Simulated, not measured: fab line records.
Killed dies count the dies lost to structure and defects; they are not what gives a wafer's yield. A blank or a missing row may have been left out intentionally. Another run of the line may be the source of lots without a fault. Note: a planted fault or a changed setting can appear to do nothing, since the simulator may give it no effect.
fab line records	flow n5-finfet
record lots=4	wafers=12	last-day=17
route steps=1938 shown BEOL_M4@1099 BEOL_M5@1112 BEOL_M15@1824 PASSIVATION@1936
lots that met no fault: from a run of the same line without faults
start-h: the number of hours between the record's first day and the start of the first shown wafer of the lot	wait-h: how many hours have passed since the lot's step before this one	" as in the row above	L1.1+2: a single row standing in for several wafers	- no value present, or no start provided	* or withheld: withheld	< > ~ a bound
route shown NAME@n: a module of which the file shows steps, and the number in the route of the first	usual: the fault-free wafers' mean and standard deviation	same: alike in all rows	chamber/n: place in a boat	sites: readings site by site	_std_site: standard deviation of those values	_edge_site: inner sites' mean taken away from outer sites' mean	radius-mm: for every site, how far away it sits from the centre of the wafer	mask NAME#n: copy n	behind: tool/chamber where the wafer was last shaped	hold: reason for holding the lot/hours on hold/outcome of the hold	device: which transistor (n, p or np) failed to switch	end of line: tests of these same wafers at the route's end	a step with no rows: only its recipe	killed: at the first sort, the dies lost to defects and structure; wafer yield is something else	map: dies across one wafer; x = killed, . = not, _ = none there
set.NAME: the setting as run; set.NAME@STEP: as run at that earlier step	model.NAME: the simulator's own value behind a step, which no gauge read
lots at some steps of the route; a table a step, a row a wafer
services: from which hour (start-h, from the record's first day; less than 0 if before it) a tool's chamber was out of use, for how many hours, and why
## steps
# step N5_BEOL_M4_ANNEAL_95
# recipe temp-c=400	time-s=240	ambient=vacuum
# step N5_BEOL_M4_SPUTTER_96
# recipe material=Cu	target-thk-a=45	temp-c=-20	chamber-pressure-pa=0.07	power-w=withheld	time-s=8.29
# step N5_BEOL_M4_ECD_50
# recipe material=Cu	target-thk-a=3000
# step N5_BEOL_M4_ANNEAL_51
# recipe temp-c=225	time-s=90	ambient=N2
# step N5_BEOL_M4_CMP_52
# recipe stop-on=SiOC	t-overpolish-s=6.8	down-force-psi=1	platen-rpm=50	clearing-platen-down-force-psi=1.5	clearing-platen-rpm=50	post-cmp-clean=cu-alkaline	target-thk-nm=40	clearing-platen-pad-velocity-m-s=0.99484	pad-velocity-m-s=0.99484
# step N5_BEOL_M4_PRE_CLEAN_60
# recipe gas=NH3/H2	time-s=15	temp-c=*	rf-power-w=300
# step N5_BEOL_M4_CO_CAP_55
# recipe material=Co	target-thk-a=20	temp-c=200	precursor=CCTBA/H2	pressure-torr=30	time-s=102.1
# step N5_BEOL_M4_PRE_CLEAN_56
# recipe gas=NH3	time-s=15	temp-c=withheld	rf-power-w=300
# step N5_BEOL_M4_DEP_57
# recipe material=SiCN	target-thk-a=80	temp-c=withheld	precursor=3MS/NH3	pressure-torr=3	rf-w=202	time-s=14
# step N5_BEOL_M4_RC_MEAS_101
# usual DIBL_N=36.7/2.4	DIBL_P=37.4/2.9	IOFF_N=0.18/0.05	IOFF_P=0.23/0.058	ION_N=683/16	ION_P=467/11	SS_N=71.7/0.77	SS_P=73.5/0.87	VT_N=249/4.3	VT_P=-250/4.4
lot.wafer	tool	chamber	start-h	wait-h	DIBL_N[mV/V]	DIBL_P[mV/V]	IOFF_N[nA/um]	IOFF_P[nA/um]	ION_N[uA/um]	ION_P[uA/um]	SS_N[mV/dec]	SS_P[mV/dec]	VT_N[mV]	VT_P[mV]
L848.3	prober-01	0	157.56	1.1	32.0	32.4	0.11	0.14	674	458	70.4	72.8	254	-257
L848.5	"	0	"	"	37.2	39.2	0.19	0.25	684	468	72.3	74.5	248	-250
L848.6	"	0	"	"	34.4	35.6	0.14	0.18	657	453	72.2	73.5	253	-256
L863.1	prober-01	0	251.47	0.0	34.5	33.6	0.14	0.18	670	458	71.1	72.3	254	-251
L863.2	"	0	"	"	39.5	40.5	0.26	0.28	701	471	72.4	74.9	245	-247
L863.5	"	0	"	"	37.0	37.1	0.21	0.22	695	464	71.6	73.4	245	-251
L865.1	prober-02	0	259.90	0.0	35.4	37.9	0.16	0.23	691	478	71.3	73.9	251	-249
L865.4	"	0	"	"	38.4	41.0	0.21	0.27	692	470	71.8	73.8	248	-248
L865.6	"	0	"	"	34.6	37.0	0.14	0.21	663	463	70.9	73.5	253	-249
L871.1	prober-02	0	300.75	0.0	39.2	41.2	0.25	0.27	742	491	72.1	73.9	240	-246
L871.5	"	0	"	"	35.5	35.9	0.14	0.17	669	446	70.9	72.1	249	-254
L871.6	"	0	"	"	38.0	39.7	0.21	0.23	699	470	71.5	73.7	247	-252
# step N5_BEOL_M5_ILD_DEP_00
# recipe material=SiCOH_lowk	target-thk-a=1406.4	temp-c=300	precursor=DEMS/porogen	pressure-torr=5	rf-w=500	time-s=25.9
# step N5_BEOL_M5_CURE_79
# recipe temp-c=385	time-s=240	ambient=He/Ar	material=SiCOH_lowk
# step N5_BEOL_M5_PECVD_70
# recipe material=SiO2	target-thk-a=160	temp-c=400	precursor=TEOS/O2	pressure-torr=5.5	rf-w=450	teos-flow-sccm=53.8	gas=O2	flow-sccm=3000	time-s=18
# step N5_BEOL_M5_HM_DEP_02
# recipe material=TiN	target-thk-a=200	temp-c=25	chamber-pressure-pa=0.49996
# step N5_BEOL_M5_COAT_59
# recipe resist=SOC	temp-c=250	time-s=60	spin-rpm=1500	resist-thk-nm=60
# step N5_BEOL_M5_COAT_60
# recipe resist=SiARC	temp-c=220	time-s=60	spin-rpm=1500	resist-thk-nm=12
# step N5_BEOL_M5_COAT_71
# recipe resist=underlayer	temp-c=205	time-s=60	spin-rpm=1500	resist-thk-nm=5
# step N5_BEOL_M5_COAT_05
# recipe resist=CAR-EUV	spin-rpm=1500	resist-thk-nm=30
# step N5_BEOL_M5_EBR_07
# recipe solvent=PGMEA	ebr-width-mm=1.5
# step N5_BEOL_M5_SOFTBAKE_06
# recipe temp-c=110	time-s=60	resist=CAR-EUV
# step N5_BEOL_M5_EXPOSE_08
# recipe mask-id=M5	na=0.33	source-shape=annular	sigma-inner=0.4	sigma-outer=0.8	polarization=unpolarized	target-cd-nm=28	dose-mj=35.75
# step N5_BEOL_M5_PEB_09
# recipe peb-temp-c=100	peb-time-s=60	resist=CAR-EUV
# step N5_BEOL_M5_DEVELOP_10
# recipe develop-time-s=30	developer=TMAH	resist=CAR-EUV	rinse-liquid=surfactant-rinse	dry=air-spin	dev-temp-c=23
# step N5_BEOL_M5_DESCUM_16
# recipe chemistry=O2	time-s=7	source-power-w=50	bias-power-w=20	pressure-mtorr=20	rf-frequency-hz=2.712e+07	temp-c=40	resist=CAR-EUV	o2-flow-sccm=225
# step N5_BEOL_M5_ETCH_72
# recipe chemistry=N2/H2	target=underlayer	target-depth-a=65	mask-material=CAR-EUV	time-s=5.2	ion-energy-ev=200	pressure-mtorr=30	source-w=840	bias-w=150	n2-flow-sccm=200	h2-flow-sccm=200	ends=cleared
# step N5_BEOL_M5_ETCH_61
# recipe chemistry=CF4	target=SiARC	target-depth-a=156	mask-material=CAR-EUV	time-s=26	ion-energy-ev=80	pressure-mtorr=40	source-w=545	bias-w=36	Ar_flow_sccm=100	cf4-flow-sccm=100	ends=cleared
# step N5_BEOL_M5_ETCH_62
# recipe chemistry=N2/H2	target=SOC	target-depth-a=750	overetch-a=150	mask-material=SiARC	temp-c=40	time-s=112.5	ion-energy-ev=200	pressure-mtorr=30	source-w=840	bias-w=150	n2-flow-sccm=200	h2-flow-sccm=200
# step N5_BEOL_M5_STRIP_63
# recipe chemistry=N2/H2	temp-c=40	n2-flow-sccm=200	h2-flow-sccm=200	rf-frequency-hz=6e+07
# step N5_BEOL_M5_STRIP_73
# recipe chemistry=N2/H2	temp-c=40	n2-flow-sccm=200	h2-flow-sccm=200	rf-frequency-hz=6e+07
# step N5_BEOL_M5_STRIP_64
# recipe chemistry=CF4	resist=SiARC	power-w=300	bias-power-w=75	pressure-mtorr=50	cf4-flow-sccm=150	rf-frequency-hz=6e+07
# step N5_BEOL_M5_HM_OPEN_17
# recipe chemistry=Cl2/BCl3	target-depth-a=200	overetch-a=60	target=TiN	mask-material=SOC	ion-energy-ev=150	pressure-mtorr=10	icp-w=1000	bias-w=126	Cl2_flow_sccm=53.25	bcl3-flow-sccm=21.75	Ar_flow_sccm=25
# step N5_BEOL_M5_STRIP_19
# recipe chemistry=O2	power-w=400	temp-c=40	pressure-mtorr=30	rf-frequency-hz=6e+07	bias-power-w=0	overash-fraction=0.2	o2-flow-sccm=225
# step N5_BEOL_M5_COAT_65
# recipe resist=SOC	temp-c=250	time-s=60	spin-rpm=1500	resist-thk-nm=60
# step N5_BEOL_M5_COAT_66
# recipe resist=SiARC	temp-c=220	time-s=60	spin-rpm=1500	resist-thk-nm=12
# step N5_BEOL_M15_CMP_49
# recipe stop-on=SiO2	t-overpolish-s=4.9	down-force-psi=2	platen-rpm=80	clearing-platen-down-force-psi=2	clearing-platen-rpm=80	post-cmp-clean=cu-alkaline	target-thk-nm=850	clearing-platen-pad-velocity-m-s=1.5917	pad-velocity-m-s=1.5917
# usual barrier-field-endpoint-s=11.33/0.28	motor-current-A=8.7/1.3	overpolish-run-s=4.900/0.0089
lot.wafer	tool	chamber	start-h	wait-h	barrier-field-endpoint-s	motor-current-A	overpolish-run-s
L848.3	cmp-02	0	239.49	0.2	11.10	8.3	4.908
L848.5	"	3	"	"	11.28	9.4	4.900
L848.6	"	0	"	"	10.90	8.5	4.902
L863.2	cmp-02	0	348.97	0.2	21.41	8.1	4.600
L863.1	"	1	"	"	11.39	9.8	4.909
L863.5	"	0	"	"	11.12	8.5	4.911
L865.1	cmp-02	1	357.18	0.3	11.64	9.8	4.900
L865.4	"	2	"	"	11.07	7.4	4.908
L865.6	"	0	"	"	22.16	8.4	3.846
L871.1	cmp-03	1	400.98	0.3	11.67	11.9	4.898
L871.5	"	0	"	"	11.95	7.2	4.908
L871.6	"	1	"	"	11.35	11.2	4.900
# step N5_BEOL_M15_THK_MEAS_50
# recipe thk-meas-gauge=xrf	reads=Cu_of_BEOL_M15_ECD_47
# usual M15_THK=843/20
lot.wafer	tool	chamber	start-h	wait-h	M15_THK[nm]
L848.3	film-metro-01	-	239.75	-	884
L848.5	"	-	"	"	818
L848.6	"	-	"	"	887
L863.1	film-metro-02	-	349.23	-	856
L863.2	"	-	"	"	1539
L863.5	"	-	"	"	845
L865.1	film-metro-02	-	357.40	-	827
L865.4	"	-	"	"	810
L865.6	"	-	"	"	1497
L871.1	film-metro-01	-	401.24	-	826
L871.5	"	-	"	"	834
L871.6	"	-	"	"	822
# step N5_BEOL_M15_INSPECT_55
# recipe inspect-instrument=darkfield	mode=post-dep
# usual raw-defect-count=69/24
lot.wafer	tool	chamber	start-h	wait-h	raw-defect-count
L848.3	defect-inspect-01	-	239.90	0.0	44
L848.5	"	-	"	"	84
L848.6	"	-	"	"	47
L863.1	defect-inspect-01	-	349.38	0.0	75
L863.2	"	-	"	"	6420
L863.5	"	-	"	"	63
L865.1	defect-inspect-01	-	357.56	0.0	42
L865.4	"	-	"	"	57
L865.6	"	-	"	"	6474
L871.1	defect-inspect-01	-	401.43	0.0	77
L871.5	"	-	"	"	61
L871.6	"	-	"	"	71
# step N5_PASSIVATION_PROBE_49
# usual defect-limited-yield=91.4/1.6	killed_at_M0_to_M3=31/11	killed_at_M4_up=14/5.7	killed-at-contacts=12/6	killed-at-front-end=41/13	killed-at-other=3.3/2.8	killed-dies=101/19	killed-on-rim=13/3.9	killed-open=67/14	killed-short=33/8.2	sort_bin_5_function=5.0/1.1	sort_bin_6_memory=3.3/0.74	sort-n-pass=1078/20	sort-yield-pct=91.3/1.7
# same gross-dies=1180	killed-at-back-side=0	sort_bin_4_leakage[%]=0	sort_bin_8_speed[%]=0
lot.wafer	tool	chamber	start-h	wait-h	defect-limited-yield[%]	killed_at_M0_to_M3	killed_at_M4_up	killed-at-contacts	killed-at-front-end	killed-at-other	killed-dies	killed-on-rim	killed-open	killed-short	sort_bin_5_function[%]	sort_bin_6_memory[%]	sort-n-pass	sort-yield-pct[%]
L848.3	prober-02	-	254.85	0.1	93.8	12	13	3	43	2	73	13	51	22	3.4	2.7	1107	93.8
L848.5	prober-02	-	254.95	0.2	93.2	29	6	9	27	9	80	10	48	31	3.6	2.9	1100	93.2
L848.6	prober-02	-	255.00	0.3	93.0	20	8	9	41	5	83	9	54	28	3.9	2.7	1097	93.0
L863.1	prober-01	-	364.60	0.0	95.5	13	4	10	22	4	53	4	39	14	2.6	1.6	1127	95.5
L863.2	prober-01	-	364.65	0.1	0	16	1130	6	26	2	1180	152	33	28	3.3	1.9	0	0
L863.5	prober-01	-	364.80	0.2	91.3	33	8	10	52	0	103	13	71	32	5.1	3.4	1077	91.3
L865.1	prober-01	-	371.93	0.0	89.9	23	18	15	61	2	119	13	85	31	5.0	4.6	1061	89.9
L865.4	prober-01	-	372.08	0.2	93.6	23	5	9	38	0	75	10	55	18	4.3	1.8	1105	93.6
L865.6	prober-01	-	372.18	0.3	0	20	1103	19	36	2	1180	152	68	23	4.2	3.1	0	0
L871.1	prober-01	-	417.12	0.0	92.2	20	15	23	33	1	92	12	57	34	4.4	3.1	1088	92.2
L871.5	prober-01	-	417.32	0.2	90.0	25	17	17	51	8	118	21	79	37	5.8	4.0	1062	90.0
L871.6	prober-01	-	417.37	0.3	88.7	32	26	12	57	6	133	12	90	43	5.4	5.6	1047	88.7
# killed by level:class
L848.3 FIN_SAQP:geometric-particle:open=12 FIN_SAQP:geometric-particle:short=10 STI_FIN_REVEAL:geometric-particle:open=8 BEOL_M4:geometric-particle:open=6 BEOL_M2:geometric-particle:open=5 STARTING-WAFER:geometric-particle:open=5 STARTING-WAFER:geometric-particle:short=4 MOL_CONTACT_COAG:geometric-particle:open=3
L848.5 FIN_SAQP:geometric-particle:short=7 BEOL_M2:geometric-particle:open=7 MOL_CONTACT_COAG:geometric-particle:open=6 FIN_SAQP:geometric-particle:open=5 DUMMY_GATE:geometric-particle:open=5 BEOL_M0_SAQP:geometric-particle:open=5 BEOL_M0_SAQP:geometric-particle:short=5 BEOL_M4:geometric-particle:open=4
L848.6 FIN_SAQP:geometric-particle:open=8 STI_FIN_REVEAL:geometric-particle:open=8 MOL_CONTACT_COAG:geometric-particle:open=8 BEOL_M2:geometric-particle:open=7 FIN_SAQP:geometric-particle:short=6 BEOL_M4:geometric-particle:open=4 BEOL_M3:geometric-particle:open=4 DUMMY_GATE:geometric-particle:open=3
L863.1 MOL_CONTACT_COAG:geometric-particle:open=8 STI_FIN_REVEAL:geometric-particle:open=7 STARTING-WAFER:geometric-particle:short=5 BEOL_M2:geometric-particle:open=3 BEOL_M4:geometric-particle:open=3 MIM_BOT:geometric-particle:open=3 DUMMY_GATE:geometric-particle:open=2 MOL_CONTACT_COAG:geometric-particle:short=2
L863.2 BEOL_M15:area-cmp=1118 FIN_SAQP:geometric-particle:short=5 BEOL_M3:geometric-particle:open=5 DUMMY_GATE:geometric-particle:open=4 MOL_CONTACT_COAG:geometric-particle:open=4 STI_FIN_REVEAL:geometric-particle:short=3 ILD0:geometric-particle:open=3 GATE_CUT:geometric-particle:short=3
L863.5 STI_FIN_REVEAL:geometric-particle:open=15 FIN_SAQP:geometric-particle:open=12 FIN_SAQP:geometric-particle:short=11 BEOL_M3:geometric-particle:open=11 MOL_CONTACT_COAG:geometric-particle:open=8 BEOL_M0_SAQP:geometric-particle:short=8 BEOL_M0_SAQP:geometric-particle:open=8 DUMMY_GATE:geometric-particle:open=6
L865.1 FIN_SAQP:geometric-particle:open=15 MOL_CONTACT_COAG:geometric-particle:open=13 STI_FIN_REVEAL:geometric-particle:open=13 FIN_SAQP:geometric-particle:short=10 BEOL_M3:geometric-particle:open=8 STI_FIN_REVEAL:geometric-particle:short=7 BEOL_M4:geometric-particle:open=6 BEOL_M0:geometric-particle:open=4
L865.4 FIN_SAQP:geometric-particle:open=12 BEOL_M3:geometric-particle:open=12 STI_FIN_REVEAL:geometric-particle:open=7 MOL_CONTACT_COAG:geometric-particle:open=7 BEOL_M3:geometric-particle:short=4 GATE_CUT:geometric-particle:open=4 FIN_SAQP:geometric-particle:short=3 BEOL_M0_SAQP:geometric-particle:open=3
L865.6 BEOL_M15:area-cmp=1089 MOL_CONTACT_COAG:geometric-particle:open=17 STI_FIN_REVEAL:geometric-particle:open=16 BEOL_M3:geometric-particle:open=7 FIN_SAQP:geometric-particle:open=5 FIN_SAQP:geometric-particle:short=4 BEOL_M0_SAQP:geometric-particle:short=4 BEOL_M4:geometric-particle:open=4
L871.1 MOL_CONTACT_COAG:geometric-particle:open=16 FIN_SAQP:geometric-particle:open=8 MOL_CONTACT_COAG:geometric-particle:short=7 STARTING-WAFER:geometric-particle:short=6 BEOL_M4:geometric-particle:open=5 BEOL_M7:geometric-particle:open=5 BEOL_M1:geometric-particle:open=4 BEOL_M0_SAQP:geometric-particle:short=4
L871.5 MOL_CONTACT_COAG:geometric-particle:open=15 STI_FIN_REVEAL:geometric-particle:open=13 FIN_SAQP:geometric-particle:open=12 BEOL_M4:geometric-particle:open=10 BEOL_M0_SAQP:geometric-particle:short=8 FIN_SAQP:geometric-particle:short=6 STARTING-WAFER:geometric-particle:open=6 PASS1_CAP:geometric-particle:short=4
L871.6 FIN_SAQP:geometric-particle:open=18 MOL_CONTACT_COAG:geometric-particle:open=11 STI_FIN_REVEAL:geometric-particle:open=11 BEOL_M0_SAQP:geometric-particle:open=8 BEOL_M4:geometric-particle:open=7 FIN_SAQP:geometric-particle:short=6 BEOL_M0_SAQP:geometric-particle:short=6 BEOL_M4:geometric-particle:short=6
# map L863.2 (x killed, . not)
_________________xxxxxxxxxxxx________________
______________xxxxxxxxxxxxxxxxxx_____________
___________xxxxxxxxxxxxxxxxxxxxxxxx__________
__________xxxxxxxxxxxxxxxxxxxxxxxxxx_________
________xxxxxxxxxxxxxxxxxxxxxxxxxxxxxx_______
_______xxxxxxxxxxxxxxxxxxxxxxxxxxxxxxxx______
______xxxxxxxxxxxxxxxxxxxxxxxxxxxxxxxxxx_____
_____xxxxxxxxxxxxxxxxxxxxxxxxxxxxxxxxxxxx____
____xxxxxxxxxxxxxxxxxxxxxxxxxxxxxxxxxxxxxx___
___xxxxxxxxxxxxxxxxxxxxxxxxxxxxxxxxxxxxxxxx__
___xxxxxxxxxxxxxxxxxxxxxxxxxxxxxxxxxxxxxxxx__
__xxxxxxxxxxxxxxxxxxxxxxxxxxxxxxxxxxxxxxxxxx_
__xxxxxxxxxxxxxxxxxxxxxxxxxxxxxxxxxxxxxxxxxx_
_xxxxxxxxxxxxxxxxxxxxxxxxxxxxxxxxxxxxxxxxxxxx
_xxxxxxxxxxxxxxxxxxxxxxxxxxxxxxxxxxxxxxxxxxxx
_xxxxxxxxxxxxxxxxxxxxxxxxxxxxxxxxxxxxxxxxxxxx
_xxxxxxxxxxxxxxxxxxxxxxxxxxxxxxxxxxxxxxxxxxxx
_xxxxxxxxxxxxxxxxxxxxxxxxxxxxxxxxxxxxxxxxxxxx
_xxxxxxxxxxxxxxxxxxxxxxxxxxxxxxxxxxxxxxxxxxxx
_xxxxxxxxxxxxxxxxxxxxxxxxxxxxxxxxxxxxxxxxxxxx
_xxxxxxxxxxxxxxxxxxxxxxxxxxxxxxxxxxxxxxxxxxxx
__xxxxxxxxxxxxxxxxxxxxxxxxxxxxxxxxxxxxxxxxxx_
__xxxxxxxxxxxxxxxxxxxxxxxxxxxxxxxxxxxxxxxxxx_
___xxxxxxxxxxxxxxxxxxxxxxxxxxxxxxxxxxxxxxxx__
___xxxxxxxxxxxxxxxxxxxxxxxxxxxxxxxxxxxxxxxx__
____xxxxxxxxxxxxxxxxxxxxxxxxxxxxxxxxxxxxxx___
_____xxxxxxxxxxxxxxxxxxxxxxxxxxxxxxxxxxxx____
______xxxxxxxxxxxxxxxxxxxxxxxxxxxxxxxxxx_____
_______xxxxxxxxxxxxxxxxxxxxxxxxxxxxxxxx______
________xxxxxxxxxxxxxxxxxxxxxxxxxxxxxx_______
__________xxxxxxxxxxxxxxxxxxxxxxxxxx_________
___________xxxxxxxxxxxxxxxxxxxxxxxx__________
______________xxxxxxxxxxxxxxxxxx_____________
_________________xxxxxxxxxxxx________________
# map L865.6 (x killed, . not)
_________________xxxxxxxxxxxx________________
______________xxxxxxxxxxxxxxxxxx_____________
___________xxxxxxxxxxxxxxxxxxxxxxxx__________
__________xxxxxxxxxxxxxxxxxxxxxxxxxx_________
________xxxxxxxxxxxxxxxxxxxxxxxxxxxxxx_______
_______xxxxxxxxxxxxxxxxxxxxxxxxxxxxxxxx______
______xxxxxxxxxxxxxxxxxxxxxxxxxxxxxxxxxx_____
_____xxxxxxxxxxxxxxxxxxxxxxxxxxxxxxxxxxxx____
____xxxxxxxxxxxxxxxxxxxxxxxxxxxxxxxxxxxxxx___
___xxxxxxxxxxxxxxxxxxxxxxxxxxxxxxxxxxxxxxxx__
___xxxxxxxxxxxxxxxxxxxxxxxxxxxxxxxxxxxxxxxx__
__xxxxxxxxxxxxxxxxxxxxxxxxxxxxxxxxxxxxxxxxxx_
__xxxxxxxxxxxxxxxxxxxxxxxxxxxxxxxxxxxxxxxxxx_
_xxxxxxxxxxxxxxxxxxxxxxxxxxxxxxxxxxxxxxxxxxxx
_xxxxxxxxxxxxxxxxxxxxxxxxxxxxxxxxxxxxxxxxxxxx
_xxxxxxxxxxxxxxxxxxxxxxxxxxxxxxxxxxxxxxxxxxxx
_xxxxxxxxxxxxxxxxxxxxxxxxxxxxxxxxxxxxxxxxxxxx
_xxxxxxxxxxxxxxxxxxxxxxxxxxxxxxxxxxxxxxxxxxxx
_xxxxxxxxxxxxxxxxxxxxxxxxxxxxxxxxxxxxxxxxxxxx
_xxxxxxxxxxxxxxxxxxxxxxxxxxxxxxxxxxxxxxxxxxxx
_xxxxxxxxxxxxxxxxxxxxxxxxxxxxxxxxxxxxxxxxxxxx
__xxxxxxxxxxxxxxxxxxxxxxxxxxxxxxxxxxxxxxxxxx_
__xxxxxxxxxxxxxxxxxxxxxxxxxxxxxxxxxxxxxxxxxx_
___xxxxxxxxxxxxxxxxxxxxxxxxxxxxxxxxxxxxxxxx__
___xxxxxxxxxxxxxxxxxxxxxxxxxxxxxxxxxxxxxxxx__
____xxxxxxxxxxxxxxxxxxxxxxxxxxxxxxxxxxxxxx___
_____xxxxxxxxxxxxxxxxxxxxxxxxxxxxxxxxxxxx____
______xxxxxxxxxxxxxxxxxxxxxxxxxxxxxxxxxx_____
_______xxxxxxxxxxxxxxxxxxxxxxxxxxxxxxxx______
________xxxxxxxxxxxxxxxxxxxxxxxxxxxxxx_______
__________xxxxxxxxxxxxxxxxxxxxxxxxxx_________
___________xxxxxxxxxxxxxxxxxxxxxxxx__________
______________xxxxxxxxxxxxxxxxxx_____________
_________________xxxxxxxxxxxx________________
## services
tool	chamber	start-h	hours	kind
cmp-03	-	219.65	3.2	repair
cmp-03	-	297.03	4.0	pm
cmp-03	-	301.03	-	consumable-replace:conditioner
cmp-03	-	301.03	-	consumable-replace:pad
cmp-02	-	313.26	1.4	repair
cmp-03	-	328.25	0.4	repair
cmp-02	-	364.50	3.0	repair
cmp-03	-	367.11	5.4	pm
cmp-03	-	375.54	6.6	repair
## key
first-sign step=N5_BEOL_M15_CMP_49	reading=overpolish-run-s	direction=down	sigmas=76	usual=4.900	struck=4.223
effect step=N5_BEOL_M15_CMP_49	reading=barrier-field-endpoint-s	direction=up	sigmas=38	usual=11.33	struck=21.78
effect step=N5_BEOL_M15_THK_MEAS_50	reading=M15_THK	direction=up	sigmas=34	usual=843	struck=1518
effect step=N5_BEOL_M15_INSPECT_55	reading=raw-defect-count	direction=up	sigmas=99+	usual=69	struck=6447
effect step=N5_PASSIVATION_PROBE_49	reading=killed_at_M4_up	direction=up	sigmas=99+	usual=14	struck=1116
more-kills-born-at N5_BEOL_M15_CMP_49@cmp-02=2207
met-at N5_BEOL_M15_CMP_49
struck-wafers L863.2,L865.6
later-rows-left-out L863.2,L865.6
onset-between 239.49 348.97
fault kind=process-parameter-drift	tool=cmp-02	chamber=-	onset-h=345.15	steps=N5_BEOL_M15_CMP_49	channel=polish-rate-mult	offset=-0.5	shape=step	end-h=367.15	scope=struck-wafers-only
# later-rows-left-out: the simulator's readings of these wafers behind a module that went badly wrong aren't trusted and aren't shown, but for the sort
